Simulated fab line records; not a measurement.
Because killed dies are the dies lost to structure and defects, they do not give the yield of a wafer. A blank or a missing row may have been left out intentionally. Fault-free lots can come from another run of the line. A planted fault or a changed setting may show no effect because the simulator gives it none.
fab line records	flow nandHarc
record: lots: 7	wafers: 21	lastDay: 26
route steps=1159 shown A_CONTACT@932 END@1159
lots untouched by any fault: they come from a run of this same line in which no faults occurred
startH: hours from the record's opening day to when the first of the lot's shown wafers began	waitH: time in hours since the lot's previous step	" repeats the value in the row above	L1.1+2: several wafers, shown together as one row	- no value, or no start was given	* or withheld: withheld	< > ~ a bound
route shown NAME@n: NAME is a module with steps in the file, n the number in the route of the first one	usual: average and standard deviation across the fault-free wafers	same: alike in all rows	chamber/n: place in a boat	sites: readings site by site	_std_site: their standard deviation	_edge_site: outer sites' mean less inner sites'	radiusMm: for every site, how far away it sits from the centre of the wafer	mask NAME#n: copy n	behind: the most recent tool/chamber to have shaped the wafer	hold: why the lot was held/for how many hours/how that ended	device: the n, p or np transistor that did not switch	end of line: the route-end tests of the same wafers	a step given without rows: its recipe and nothing more	killed: dies that structure and defects cost at the first sort, which is not the same as the wafer's yield	map: shows each die of a wafer: x if killed, . if not, _ if none is there
set.NAME: the run value of the setting; set.NAME@STEP: its run value at that earlier step	model.NAME: the simulator's own value behind a step, which no gauge read
lots at selected steps of the route; one table per step, one row per wafer
services: when a tool's chamber went out of use (startH, in hours from the record's first day, below 0 if earlier), for how many hours, and the reason
== steps ==
step: NHARC_A_CONTACT_EXPOSE_05
recipe: na: 1.35	sigmaOuter: 0.8	doseMj: 84.24	maskId: A_CC
step: NHARC_A_CONTACT_PEB_06
recipe: pebTempC: 100	pebTimeS: 65
step: NHARC_A_CONTACT_DEVELOP_07
recipe: developTimeS: 35	devTempC: 23
step: NHARC_A_CONTACT_CD_MEAS_08
recipe: targetCdNm: 100	landingEnergyEv: 500
usual: cdNm: 99.8/0.55
lot.wafer	tool	chamber	startH	waitH	cdNm
L924.1	cdSem-03	0	399.09	-	99.9
L924.3	"	0	"	"	99.4
L924.5	"	0	"	"	100.6
L925.3	cdSem-02	0	401.90	-	100.3
L925.5	"	0	"	"	100.1
L925.6	"	0	"	"	100.1
L927.1	cdSem-01	0	435.44	-	100.6
L927.2	"	0	"	"	99.2
L927.5	"	0	"	"	99.5
L934.2	cdSem-03	0	451.70	-	100.7
L934.3	"	0	"	"	101.5
L934.4	"	0	"	"	100.1
L941.3	cdSem-02	0	507.86	-	99.5
L941.4	"	0	"	"	99.3
L941.6	"	0	"	"	99.7
L940.1	cdSem-03	0	510.32	-	100.5
L940.2	"	0	"	"	99.5
L940.6	"	0	"	"	99.6
L943.1	cdSem-02	0	524.36	-	100.0
L943.4	"	0	"	"	99.6
L943.5	"	0	"	"	99.7
step: NHARC_A_CONTACT_OVL_MEAS_09
usual: overlayXNm: 0.1/0.83	overlayYNm: -0.2/0.92
lot.wafer	tool	chamber	startH	waitH	overlayXNm	overlayYNm
L924.1	overlay-01	-	399.18	-	0.2	0.2
L924.3	"	-	"	"	0.8	0.6
L924.5	"	-	"	"	0.6	0.5
L925.3	overlay-02	-	401.98	-	1.8	-0.7
L925.5	"	-	"	"	1.2	-0.2
L925.6	"	-	"	"	1.1	-1.0
L927.1	overlay-02	-	435.53	-	-0.7	0.2
L927.2	"	-	"	"	-0.3	-0.6
L927.5	"	-	"	"	-0.8	-0.3
L934.2	overlay-01	-	451.78	-	-0.1	0.2
L934.3	"	-	"	"	0.6	0.8
L934.4	"	-	"	"	0.2	0.8
L941.3	overlay-01	-	507.95	-	-0.2	-0.1
L941.4	"	-	"	"	0.2	-0.1
L941.6	"	-	"	"	-0.1	0.4
L940.1	overlay-01	-	510.41	-	-0.9	1.2
L940.2	"	-	"	"	-1.3	0.8
L940.6	"	-	"	"	-0.4	0.5
L943.1	overlay-01	-	524.45	-	1.0	0.0
L943.4	"	-	"	"	1.2	-0.4
L943.5	"	-	"	"	0.5	-0.1
step: NHARC_A_CONTACT_INSPECT_10
usual: rawDefectCount: 33/15
lot.wafer	tool	chamber	startH	waitH	rawDefectCount
L924.1	defectInspect-02	-	399.22	0.0	23
L924.3	"	-	"	"	17
L924.5	"	-	"	"	20
L925.3	defectInspect-02	-	402.02	0.0	27
L925.5	"	-	"	"	31
L925.6	"	-	"	"	36
L927.1	defectInspect-02	-	435.56	0.0	14
L927.2	"	-	"	"	19
L927.5	"	-	"	"	19
L934.2	defectInspect-01	-	451.82	0.0	39
L934.3	"	-	"	"	32
L934.4	"	-	"	"	21
L941.3	defectInspect-01	-	507.98	0.0	7
L941.4	"	-	"	"	16
L941.6	"	-	"	"	11
L940.1	defectInspect-02	-	510.45	0.0	45
L940.2	"	-	"	"	30
L940.6	"	-	"	"	41
L943.1	defectInspect-02	-	524.49	0.0	47
L943.4	"	-	"	"	38
L943.5	"	-	"	"	28
step: NHARC_A_CONTACT_DESCUM_13
recipe: timeS: 3	o2FlowSccm: 200	arFlowSccm: 0	biasPowerW: 0	chemistry: O2
step: NHARC_A_CONTACT_ETCH_88
recipe: targetDepthA: 390	overEtchFrac: 0.3	timeS: 65	ionEnergyEv: 80	cf4FlowSccm: 150	arFlowSccm: 0	rfW: 300	biasW: 100	chemistry: CF4
usual: biasW: 100.02/0.28	cf4FlowSccm: 149.9/0.44	drypumpMotorCurrentA: 5.7/0.5	oesProductAu: 0.999/0.011	rfVppV: 151.3/1	showerheadPlenumPTorr: 1.78/0.065	throttleValvePct: 13.284/0.009
lot.wafer	tool	chamber	startH	waitH	biasW	cf4FlowSccm	drypumpMotorCurrentA	oesProductAu	rfHoursCounterH	rfVppV	showerheadPlenumPTorr	throttleValvePct
L924.3	rieDiel-13	0	399.37	0.1	99.96	150.6	6.1	0.992	44	149.8	1.64	13.281
L924.1	"	1	"	"	99.73	149.9	6.4	0.994	43	152.2	1.77	13.282
L924.5	"	0	"	"	100.04	149.8	6.1	0.988	-	149.5	1.64	13.302
L925.3	rieDiel-06	0	402.27	0.1	99.74	150.2	4.9	1.007	32	150.4	1.69	13.284
L925.5	"	1	"	"	100.11	149.8	6.0	1.007	-	153.3	1.80	13.281
L925.6	"	2	"	"	99.89	149.6	5.7	1.014	-	152.3	1.86	13.284
L927.2	rieDiel-06	2	435.80	0.2	99.79	149.7	5.8	1.006	2	153.6	1.86	13.290
L927.1	"	1	"	"	99.77	149.7	6.0	0.999	1	150.3	1.80	13.274
L927.5	"	3	"	"	99.68	150.7	6.3	1.030	-	149.4	1.70	13.280
L934.3	rieDiel-09	0	452.01	0.1	99.74	150.0	5.7	0.988	6	152.6	1.83	13.289
L934.4	"	1	"	"	100.33	150.1	5.8	0.998	6	151.2	1.80	13.270
L934.2	"	2	"	"	99.43	150.1	5.7	0.985	7	151.7	1.78	13.286
L941.3	rieDiel-06	3	508.15	0.1	100.42	150.3	6.3	1.015	18	150.3	1.70	13.285
L941.6	"	2	"	"	100.11	150.2	5.8	0.999	-	153.3	1.85	13.288
L941.4	"	3	"	"	100.20	149.5	6.3	1.010	-	150.4	1.70	13.290
L940.1	rieDiel-06	3	511.13	0.6	100.09	150.2	6.3	1.035	20	149.2	1.70	13.297
L940.2	"	0	"	"	100.28	149.4	4.9	1.009	14	150.1	1.68	13.286
L940.6	"	3	"	"	100.16	150.7	6.3	1.029	-	150.7	1.70	13.289
L943.4	rieDiel-13	3	524.63	0.1	100.15	150.4	5.0	0.995	20	152.8	1.82	13.277
L943.1	"	2	"	"	100.32	149.7	6.0	0.983	23	150.7	1.80	13.275
L943.5	"	0	"	"	99.44	150.4	6.1	0.996	-	153.0	1.90	13.269
step: NHARC_A_CONTACT_ETCH_89
recipe: targetDepthA: 2600	overEtchFrac: 0.3	timeS: 475.3	ionEnergyEv: 200	n2FlowSccm: 150	h2FlowSccm: 150	arFlowSccm: 0	rfW: 400	biasW: 150	chemistry: N2/H2
step: NHARC_A_CONTACT_ETCH_30
recipe: targetDepthA: 605	timeS: 30.2	cf4FlowSccm: 100	chf3FlowSccm: 30	arFlowSccm: 0	rfW: 500	biasW: 200	chemistry: CF4/CHF3
usual: biasW: 200.1/0.61	cf4FlowSccm: 99.99/0.28	drypumpMotorCurrentA: 5.7/0.5	oesProductAu: 0.931/0.018	rfVppV: 370.9/2.1	showerheadPlenumPTorr: 1.58/0.055	throttleValvePct: 16.802/0.0093
lot.wafer	tool	chamber	startH	waitH	biasW	cf4FlowSccm	drypumpMotorCurrentA	oesProductAu	rfHoursCounterH	rfVppV	showerheadPlenumPTorr	throttleValvePct
L924.3	rieDiel-13	2	-	-	200.8	100.29	6.0	0.903	47	371.9	1.61	16.814
L924.1	"	0	"	"	200.2	99.85	6.1	0.908	44	367.7	1.46	16.800
L924.5	"	2	"	"	200.5	100.29	6.0	0.909	-	372.6	1.61	16.795
L925.3	rieDiel-06	1	-	-	199.9	100.37	6.0	0.922	33	370.1	1.60	16.815
L925.6	"	1	"	"	200.8	100.26	6.0	0.928	-	371.6	1.60	16.779
L925.5	"	2	"	"	199.7	99.29	5.8	0.923	-	373.8	1.65	16.806
L927.1	rieDiel-06	3	-	-	199.2	99.84	6.3	0.941	2	369.0	1.51	16.803
L927.2	"	1	"	"	198.8	99.83	6.0	0.933	2	373.4	1.60	16.787
L927.5	"	1	"	"	199.8	99.82	6.0	0.927	-	371.7	1.60	16.806
L934.3	rieDiel-09	0	-	-	199.5	100.42	5.7	0.934	6	372.2	1.63	16.800
L934.4	"	2	"	"	200.0	99.98	5.7	0.937	7	371.0	1.59	16.807
L934.2	"	3	"	"	199.4	100.00	4.8	0.948	8	371.8	1.58	16.795
L941.3	rieDiel-06	0	-	-	200.2	99.75	4.9	0.961	13	366.9	1.50	16.812
L941.4	"	0	"	"	201.0	99.85	4.9	0.952	-	366.8	1.50	16.793
L941.6	"	2	"	"	200.2	99.72	5.7	0.965	-	374.6	1.65	16.802
L940.2	rieDiel-06	2	-	-	198.9	100.00	5.8	0.940	20	374.6	1.65	16.791
L940.1	"	3	"	"	200.6	100.16	6.3	0.963	20	368.5	1.51	16.801
L940.6	"	2	"	"	200.5	99.51	5.7	0.932	-	372.8	1.65	16.812
L943.4	rieDiel-13	1	-	-	200.1	99.55	6.4	0.952	26	371.3	1.56	16.808
L943.1	"	2	"	"	199.2	99.94	6.0	0.962	23	370.6	1.60	16.808
L943.5	"	0	"	"	200.6	99.46	6.1	0.949	-	374.3	1.69	16.796
step: NHARC_A_CONTACT_ETCH_31
recipe: targetDepthA: 20000	overEtchFrac: 0.3	timeS: 520	ionEnergyEv: 150	o2FlowSccm: 400	cosFlowSccm: 20	arFlowSccm: 0	rfW: 500	biasW: 300	chemistry: O2/COS
usual: biasW: 300.0/0.89	chamberPressureMTorr: 20.001/0.018	drypumpMotorCurrentA: 5.7/0.5	oesProductAu: 0.998/0.013	rfVppV: 314.4/1.6	showerheadPlenumPTorr: 3.14/0.11	throttleValvePct: 28.331/0.0091
lot.wafer	tool	chamber	startH	waitH	biasW	chamberPressureMTorr	drypumpMotorCurrentA	oesProductAu	rfHoursCounterH	rfVppV	showerheadPlenumPTorr	throttleValvePct
L924.3	rieDiel-13	0	-	-	300.5	20.004	6.1	0.980	44	310.7	2.90	28.335
L924.1	"	3	"	"	300.9	20.019	5.1	1.022	47	315.1	3.23	28.329
L924.5	"	0	"	"	299.8	20.001	6.1	0.989	-	311.7	2.90	28.351
L925.3	rieDiel-06	2	-	-	300.7	20.019	5.8	1.011	35	315.1	3.28	28.309
L925.6	"	1	"	"	301.4	20.037	6.0	1.013	-	314.5	3.17	28.328
L925.5	"	2	"	"	298.2	20.027	5.8	1.011	-	315.4	3.28	28.332
L927.2	rieDiel-06	3	-	-	299.1	19.997	6.3	1.018	2	312.8	3.00	28.325
L927.1	"	1	"	"	298.5	19.981	6.0	1.014	2	315.2	3.17	28.342
L927.5	"	1	"	"	300.7	20.006	6.0	1.008	-	314.2	3.17	28.325
L934.3	rieDiel-09	2	-	-	300.0	19.972	5.7	0.978	8	313.2	3.15	28.333
L934.4	"	0	"	"	300.5	19.990	5.7	0.995	6	316.2	3.24	28.329
L934.2	"	1	"	"	298.6	19.985	5.7	0.990	6	315.1	3.18	28.311
L941.3	rieDiel-06	2	-	-	301.4	20.006	5.8	0.996	18	316.9	3.27	28.325
L941.4	"	2	"	"	300.7	19.982	5.8	1.000	-	315.2	3.27	28.331
L941.6	"	0	"	"	300.7	19.978	4.9	1.004	-	312.8	2.97	28.342
L940.2	rieDiel-06	3	-	-	299.1	20.011	6.3	1.025	20	312.6	2.99	28.320
L940.1	"	0	"	"	299.3	19.986	4.9	0.999	15	310.5	2.97	28.312
L940.6	"	1	"	"	301.0	20.011	6.0	1.011	-	314.7	3.16	28.335
L943.1	rieDiel-13	1	-	-	300.0	20.018	6.5	0.976	26	313.2	3.10	28.321
L943.4	"	2	"	"	300.3	19.970	6.0	0.987	23	314.6	3.17	28.330
L943.5	"	0	"	"	299.1	20.011	6.1	0.990	-	317.4	3.36	28.341
step: NHARC_A_CONTACT_ETCH_134
recipe: sourceW: withheld	pressureMtorr: 20	biasV: withheld	timeS: 140	targetDepthA: 7000	arFlowSccm: withheld	c4f8FlowSccm: withheld	o2FlowSccm: withheld	chemistry: C4F8/O2/Ar
usual: chamberPressureMTorr: 20.001/0.017	oesAirLineAu: 1.002/0.021
lot.wafer	tool	chamber	startH	waitH	chamberPressureMTorr	oesAirLineAu	rfHoursCounterH
L924.1	harCapEtch-02	0	400.31	-	20.017	1.001	16
L924.3	"	0	"	"	19.961	0.996	-
L924.5	"	1	"	"	19.982	1.020	-
L925.3	harCapEtch-01	0	403.23	-	19.991	1.022	-
L925.5	"	0	"	"	20.010	1.006	-
L925.6	"	1	"	"	19.991	1.017	-
L927.1	harCapEtch-03	0	436.96	-	20.020	1.002	90
L927.2	"	1	"	"	19.988	1.008	90
L927.5	"	0	"	"	20.007	0.998	-
L934.2	harCapEtch-03	0	453.01	-	19.997	0.996	95
L934.3	"	1	"	"	19.993	1.035	-
L934.4	"	0	"	"	19.972	1.008	-
L941.3	harCapEtch-01	1	509.75	-	19.971	0.989	-
L941.4	"	0	"	"	20.005	1.004	-
L941.6	"	0	"	"	20.003	0.980	-
L940.2	harCapEtch-01	1	512.40	-	20.027	1.023	82
L940.1	"	0	"	"	20.020	1.016	82
L940.6	"	1	"	"	20.004	1.008	-
L943.1	harCapEtch-01	1	525.57	-	19.980	0.996	86
L943.4	"	0	"	"	19.974	0.988	-
L943.5	"	1	"	"	19.994	1.020	-
step: NHARC_A_CONTACT_ETCH_135
recipe: sourceW: withheld	pressureMtorr: 20	biasV: 3000	timeS: 132	targetDepthA: 12870	arFlowSccm: withheld	c4f8FlowSccm: withheld	o2FlowSccm: withheld	chemistry: C4F8/O2/Ar
usual: chamberPressureMTorr: 20.001/0.018	oesAirLineAu: 0.999/0.021
lot.wafer	tool	chamber	startH	waitH	chamberPressureMTorr	oesAirLineAu	rfHoursCounterH
L924.1	harCapEtch-02	0	400.50	0.2	-	-	-
L924.3	"	0	"	"	-	-	-
L924.5	"	1	"	"	-	-	-
L925.3	harCapEtch-01	0	403.40	0.1	-	-	-
L925.5	"	0	"	"	-	-	-
L925.6	"	1	"	"	-	-	-
L927.1	harCapEtch-03	0	437.16	0.2	-	-	-
L927.2	"	1	"	"	-	-	-
L927.5	"	0	"	"	-	-	-
L934.2	harCapEtch-03	0	453.19	0.2	19.982	1.022	95
L934.3	"	1	"	"	19.996	0.984	-
L934.4	"	0	"	"	20.019	1.040	-
L941.3	harCapEtch-01	1	509.93	0.1	19.994	1.017	-
L941.4	"	0	"	"	20.005	0.995	-
L941.6	"	0	"	"	20.005	0.984	-
L940.2	harCapEtch-01	1	512.61	0.2	20.017	0.961	83
L940.1	"	0	"	"	20.019	0.978	83
L940.6	"	1	"	"	20.012	1.002	-
L943.1	harCapEtch-01	1	525.77	0.2	20.002	0.995	87
L943.4	"	0	"	"	19.962	0.955	-
L943.5	"	1	"	"	19.993	0.972	-
step: NHARC_A_CONTACT_ETCH_136
recipe: sourceW: withheld	pressureMtorr: 20	biasV: 3000	timeS: 132	targetDepthA: 12870	arFlowSccm: withheld	c4f8FlowSccm: withheld	o2FlowSccm: withheld	chemistry: C4F8/O2/Ar
usual: chamberPressureMTorr: 19.999/0.017	oesAirLineAu: 1.003/0.02
lot.wafer	tool	chamber	startH	waitH	chamberPressureMTorr	oesAirLineAu	rfHoursCounterH
L924.1	harCapEtch-02	0	400.62	0.1	19.998	1.009	17
L924.3	"	0	"	"	19.994	1.024	-
L924.5	"	1	"	"	20.004	1.009	-
L925.3	harCapEtch-01	0	403.53	0.1	19.996	1.024	-
L925.5	"	0	"	"	19.972	1.030	-
L925.6	"	1	"	"	19.952	0.985	-
L927.1	harCapEtch-03	0	437.29	0.1	19.987	0.988	90
L927.2	"	1	"	"	19.976	1.002	90
L927.5	"	0	"	"	20.008	0.974	-
L934.2	harCapEtch-03	0	453.32	0.1	20.005	1.001	95
L934.3	"	1	"	"	20.022	0.977	-
L934.4	"	0	"	"	19.973	1.032	-
L941.3	harCapEtch-01	1	510.05	0.1	20.023	1.026	-
L941.4	"	0	"	"	20.016	0.982	-
L941.6	"	0	"	"	20.032	0.997	-
L940.2	harCapEtch-01	1	512.73	0.1	19.981	1.009	83
L940.1	"	0	"	"	19.994	1.006	83
L940.6	"	1	"	"	20.006	0.981	-
L943.1	harCapEtch-01	1	525.89	0.1	19.992	1.005	87
L943.4	"	0	"	"	19.984	1.014	-
L943.5	"	1	"	"	20.001	1.020	-
step: NHARC_END_SORT_01
recipe: tempC: 25
usual: killedAtArray: 28/9.1	killedAtOther: 0.6/0.87	killedAtPeriphery: 3.4/2.7	killedDies: 32/9	killedOpen: 3.2/1.9	killedShort: 2.0/1.3
same: grossDies: 677
lot.wafer	tool	chamber	startH	waitH	killedAtArray	killedAtOther	killedAtPeriphery	killedDies	killedOpen	killedShort
L924.1	prober-02	0	467.57	2.4	662	3	12	677	3	2
L924.3	prober-02	0	469.19	3.1	664	1	12	677	3	1
L924.5	prober-02	0	470.80	3.7	672	1	4	677	3	0
L925.3	prober-02	0	477.01	3.1	676	0	1	677	2	2
L925.5	prober-02	0	478.60	3.7	675	1	1	677	7	2
L925.6	prober-02	0	479.40	4.0	674	2	1	677	4	3
L927.1	prober-02	0	486.19	2.5	673	1	3	677	1	3
L927.2	prober-02	0	486.98	2.8	673	0	4	677	1	2
L927.5	prober-02	0	489.35	3.7	675	0	2	677	4	2
killed by level:class
L924.1 A_CONTACT:areaEtch=638 P_M2:chamberFilmFlake=10 A_SLIT:chamberFilmFlake=10 A_CHANNEL_HOLE_D1:chamberFilmFlake=4 P_ZERO_WELL:chamberFilmFlake=2 A_ZERO_WELL:chamberFilmFlake=2 A_WL_FILL:chamberFilmFlake=2 A_CONTACT:chamberFilmFlake=2
L924.3 A_CONTACT:areaEtch=647 P_M2:chamberFilmFlake=7 A_SLIT:chamberFilmFlake=5 A_CHANNEL_HOLE_D1:chamberFilmFlake=3 A_WL_FILL:chamberFilmFlake=3 P_GATE:chamberFilmFlake=2 A_CONTACT:chamberFilmFlake=2 P_M1:geometricParticle:open=1
L924.5 A_CONTACT:areaEtch=654 A_SLIT:chamberFilmFlake=11 A_CHANNEL_HOLE_D1:chamberFilmFlake=4 P_M2:chamberFilmFlake=3 P_M0:geometricParticle:open=1 A_SGD_CUT:geometricParticle:open=1 A_CONTACT:geometricParticle:open=1 A_STAIRCASE:chamberFilmFlake=1
L925.3 A_CONTACT:areaEtch=649 A_CHANNEL_HOLE_D1:chamberFilmFlake=9 A_STAIRCASE:chamberFilmFlake=6 A_CONTACT:chamberFilmFlake=5 A_ZERO_WELL:chamberFilmFlake=2 A_ONON_D1:geometricParticle:short=1 A_ONON_D1:geometricParticle:open=1 A_WL_FILL:geometricParticle:short=1
L925.5 A_CONTACT:areaEtch=646 A_CHANNEL_HOLE_D1:chamberFilmFlake=10 A_STAIRCASE:chamberFilmFlake=5 A_CONTACT:chamberFilmFlake=4 A_BLC:geometricParticle:open=2 A_M0:geometricParticle:open=2 A_ZERO_WELL:chamberFilmFlake=2 A_SOURCE_PLATE:geometricParticle:open=1
L925.6 A_CONTACT:areaEtch=650 A_ZERO_WELL:chamberFilmFlake=7 A_CHANNEL_HOLE_D1:chamberFilmFlake=5 A_STAIRCASE:chamberFilmFlake=4 A_CONTACT:chamberFilmFlake=4 P_M0:geometricParticle:open=1 A_CHANNEL_HOLE_D1:geometricParticle:open=1 A_CHANNEL_FILL_D1:geometricParticle:short=1
L927.1 A_CONTACT:areaEtch=656 A_STAIRCASE:chamberFilmFlake=5 A_CONTACT:chamberFilmFlake=5 P_M0:chamberFilmFlake=2 A_CHANNEL_HOLE_D1:chamberFilmFlake=2 A_ONON_D1:geometricParticle:short=1 A_CHANNEL_FILL_D1:geometricParticle:short=1 A_SGD_CUT:geometricParticle:short=1
L927.2 A_CONTACT:areaEtch=656 A_CHANNEL_HOLE_D1:chamberFilmFlake=6 A_STAIRCASE:chamberFilmFlake=4 A_CONTACT:chamberFilmFlake=4 P_M0:chamberFilmFlake=2 P_GATE:geometricParticle:open=1 A_SOURCE_PLATE:geometricParticle:short=1 A_CONTACT:geometricParticle:short=1
L927.5 A_CONTACT:areaEtch=655 A_CONTACT:chamberFilmFlake=9 A_CHANNEL_HOLE_D1:chamberFilmFlake=4 A_STAIRCASE:chamberFilmFlake=3 P_CONTACT:geometricParticle:open=2 A_SGD_CUT:geometricParticle:open=1 A_SGD_CUT:geometricParticle:short=1 A_SLIT:geometricParticle:short=1
map L924.1 (x killed, . not)
____________x____________
_________xxxxxxx_________
_______xxxxxxxxxxx_______
______xxxxxxxxxxxxx______
_____xxxxxxxxxxxxxxx_____
____xxxxxxxxxxxxxxxxx____
____xxxxxxxxxxxxxxxxx____
___xxxxxxxxxxxxxxxxxxx___
___xxxxxxxxxxxxxxxxxxx___
__xxxxxxxxxxxxxxxxxxxxx__
__xxxxxxxxxxxxxxxxxxxxx__
_xxxxxxxxxxxxxxxxxxxxxxx_
_xxxxxxxxxxxxxxxxxxxxxxx_
_xxxxxxxxxxxxxxxxxxxxxxx_
_xxxxxxxxxxxxxxxxxxxxxxx_
_xxxxxxxxxxxxxxxxxxxxxxx_
xxxxxxxxxxxxxxxxxxxxxxxxx
xxxxxxxxxxxxxxxxxxxxxxxxx
xxxxxxxxxxxxxxxxxxxxxxxxx
xxxxxxxxxxxxxxxxxxxxxxxxx
xxxxxxxxxxxxxxxxxxxxxxxxx
_xxxxxxxxxxxxxxxxxxxxxxx_
_xxxxxxxxxxxxxxxxxxxxxxx_
_xxxxxxxxxxxxxxxxxxxxxxx_
_xxxxxxxxxxxxxxxxxxxxxxx_
_xxxxxxxxxxxxxxxxxxxxxxx_
__xxxxxxxxxxxxxxxxxxxxx__
__xxxxxxxxxxxxxxxxxxxxx__
___xxxxxxxxxxxxxxxxxxx___
___xxxxxxxxxxxxxxxxxxx___
____xxxxxxxxxxxxxxxxx____
____xxxxxxxxxxxxxxxxx____
_____xxxxxxxxxxxxxxx_____
______xxxxxxxxxxxxx______
_______xxxxxxxxxxx_______
_________xxxxxxx_________
____________x____________
map L925.3 (x killed, . not)
____________x____________
_________xxxxxxx_________
_______xxxxxxxxxxx_______
______xxxxxxxxxxxxx______
_____xxxxxxxxxxxxxxx_____
____xxxxxxxxxxxxxxxxx____
____xxxxxxxxxxxxxxxxx____
___xxxxxxxxxxxxxxxxxxx___
___xxxxxxxxxxxxxxxxxxx___
__xxxxxxxxxxxxxxxxxxxxx__
__xxxxxxxxxxxxxxxxxxxxx__
_xxxxxxxxxxxxxxxxxxxxxxx_
_xxxxxxxxxxxxxxxxxxxxxxx_
_xxxxxxxxxxxxxxxxxxxxxxx_
_xxxxxxxxxxxxxxxxxxxxxxx_
_xxxxxxxxxxxxxxxxxxxxxxx_
xxxxxxxxxxxxxxxxxxxxxxxxx
xxxxxxxxxxxxxxxxxxxxxxxxx
xxxxxxxxxxxxxxxxxxxxxxxxx
xxxxxxxxxxxxxxxxxxxxxxxxx
xxxxxxxxxxxxxxxxxxxxxxxxx
_xxxxxxxxxxxxxxxxxxxxxxx_
_xxxxxxxxxxxxxxxxxxxxxxx_
_xxxxxxxxxxxxxxxxxxxxxxx_
_xxxxxxxxxxxxxxxxxxxxxxx_
_xxxxxxxxxxxxxxxxxxxxxxx_
__xxxxxxxxxxxxxxxxxxxxx__
__xxxxxxxxxxxxxxxxxxxxx__
___xxxxxxxxxxxxxxxxxxx___
___xxxxxxxxxxxxxxxxxxx___
____xxxxxxxxxxxxxxxxx____
____xxxxxxxxxxxxxxxxx____
_____xxxxxxxxxxxxxxx_____
______xxxxxxxxxxxxx______
_______xxxxxxxxxxx_______
_________xxxxxxx_________
____________x____________
== services ==
tool	chamber	startH	hours	kind
rieDiel-06	0	397.33	-	clean
rieDiel-06	1	397.33	-	clean
rieDiel-06	2	397.33	-	clean
rieDiel-06	3	397.33	-	clean
rieDiel-06	-	418.23	9.0	pm
rieDiel-06	0	418.23	9.0	ventCycle
rieDiel-06	1	418.23	9.0	ventCycle
rieDiel-06	2	418.23	9.0	ventCycle
rieDiel-06	3	418.23	11.9	ventCycle
rieDiel-06	0	427.23	-	clean
rieDiel-06	1	427.23	-	clean
rieDiel-06	2	427.23	-	clean
rieDiel-09	-	431.95	9.0	pm
rieDiel-06	0	432.23	13.8	repair
harCapEtch-01	-	437.29	0.6	repair
rieDiel-13	0	441.82	5.4	repair
rieDiel-06	0	451.74	-	clean
rieDiel-06	1	451.74	-	clean
rieDiel-06	2	451.74	-	clean
rieDiel-06	3	451.74	-	clean
rieDiel-13	-	453.17	9.0	pm
rieDiel-06	0	476.24	-	clean
harCapEtch-01	-	488.54	0.7	repair
harCapEtch-03	-	507.73	34.0	repair
== key ==
firstSign: step: NHARC_A_CONTACT_ETCH_135	reading: toolRecord	direction: missing
effect: step: NHARC_END_SORT_01	reading: killedDies	direction: up	sigmas: 72	usual: 32	struck: 677
moreKillsBornAt: NHARC_A_CONTACT_ETCH_135@harCapEtch-03: 1967	NHARC_A_CONTACT_ETCH_135@harCapEtch-01: 1945	NHARC_A_CONTACT_ETCH_135@harCapEtch-02: 1939
metAt NHARC_A_CONTACT_ETCH_135
struckWafers L924.1,L924.3,L924.5,L925.3,L925.5,L925.6,L927.1,L927.2,L927.5
laterRowsLeftOut L924.1,L924.3,L924.5,L925.3,L925.5,L925.6,L927.1,L927.2,L927.5
testerLeftOut L924,L925,L927
fault: kind: skippedStepWhole	tool: harCapEtch-01,harCapEtch-02,harCapEtch-03	chamber: -	onsetH: 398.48	steps: NHARC_A_CONTACT_ETCH_135	scope: struckLotsOnly
testerLeftOut: of these lots the tester's yield and bins aren't shown, on N5 and GAA mostly nor the transistor test; their killed dies are dies lost to structure and defects alone, not to doping, threshold or leakage, so they don't give the yield
laterRowsLeftOut: the simulator's readings of these wafers behind a module that went badly wrong aren't trusted and aren't shown, but for the sort
